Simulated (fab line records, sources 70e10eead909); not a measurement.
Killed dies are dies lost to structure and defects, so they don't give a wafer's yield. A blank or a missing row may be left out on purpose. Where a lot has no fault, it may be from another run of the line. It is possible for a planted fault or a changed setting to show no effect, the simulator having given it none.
Struck lot and sound lot, side by side ; flow nand_harc ; 14 out of 1302 route steps
Sound: these wafers, L725.2, L725.5, L725.6. Struck: wafer L714.4. (L714.3, L714.6 of the same lot were not struck and are left out.) The cause comes at the end.
Each step with rows lists, per side, the tool, then ch with its chambers, then its first start. Under that, the readings that differ: sound wafers ; struck wafers ; difference of the means ; sigmas: that difference in standard deviations of wafers without a fault.
alike: words and numbers the same on both sides, and readings whose means are apart by under 2 such deviations; not compared: readings that were withheld, readings missing a value for some wafer, numbers with overlapping values and no deviation given by the record, and bounds like >300 which may hide the same value.
Wherever a step has rows on one side only, a row that says differs or no value, or a row with sigmas, the two part there. Numbers that have no deviation but don't overlap get no sigmas and don't part them. Lack of a reading on every wafer of one side parts them only where that side has two or more wafers.

first, 9 steps without rows for these wafers: NHARC_THIN_TSV_PVD_24 (deposits Al, target thk 800 nm); NHARC_THIN_TSV_DEHYDRATE_25 (time 120 s); NHARC_THIN_TSV_HMDS_26 (time 30 s); NHARC_THIN_TSV_COAT_27; NHARC_THIN_TSV_SOFTBAKE_28 (time 95 s); NHARC_THIN_TSV_EBR_29; NHARC_THIN_TSV_EXPOSE_30 (exposes mask PAD); NHARC_THIN_TSV_PEB_31 (peb time 85 s); NHARC_THIN_TSV_DEVELOP_32 (time 70 s).
NHARC_THIN_TSV_CD_MEAS_33: the cd target is 5000 nm.
  sound on cd_sem-03 ch 0, day 31 03:02; struck on cd_sem-02 ch 0, day 27 00:31
  alike: cd_nm
then, 1 step without rows for these wafers: NHARC_THIN_TSV_HARDBAKE_34 (time 80 s).
NHARC_THIN_TSV_DESCUM_35: chemistry O2, time 3 s.
  sound on rie_diel-09 ch 1,2, day 31 03:14; struck on rie_diel-09 ch 1, day 27 00:42
  alike: chamber_pressure_mTorr, drypump_motor_current_A, oes_product_au, rf_vpp_V, showerhead_plenum_p_Torr, throttle_valve_pct
  not compared: rf_hours_counter_h
NHARC_THIN_TSV_ETCH_59: etches the open film in Cl2/BCl3, target depth 880 nm, time 138.1 s.
  sound on rie_metal-03 ch 0,1, day 31 03:21; struck on rie_metal-03 ch 0, day 27 00:53
reading;sound;struck;difference;sigmas
run_length_s (s);158.6 159.3 159.3;145.8;-13.3;-32
  alike: chamber_pressure_mTorr, drypump_motor_current_A, oes_product_au, throttle_valve_pct
  not compared: rf_hours_counter_h
NHARC_THIN_TSV_ETCH_36: etches the open film in Cl2/BCl3, target depth 65 nm, time 18.571 s.
  sound on rie_metal-03 ch 0,1, day 31 03:36; struck on rie_metal-03 ch 0, day 27 01:05
  alike: chamber_pressure_mTorr, drypump_motor_current_A, oes_product_au, run_length_s
  not compared: rf_hours_counter_h

== WHERE THEY PART ==
Within this record, at NHARC_THIN_TSV_ETCH_59 only. Later steps at which nothing parts them and some readings are alike: NHARC_THIN_TSV_ETCH_36.

WHY: whatever the simulator had introduced
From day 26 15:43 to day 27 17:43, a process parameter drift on rie_metal-03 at NHARC_THIN_TSV_ETCH_59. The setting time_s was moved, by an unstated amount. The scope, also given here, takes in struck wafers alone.
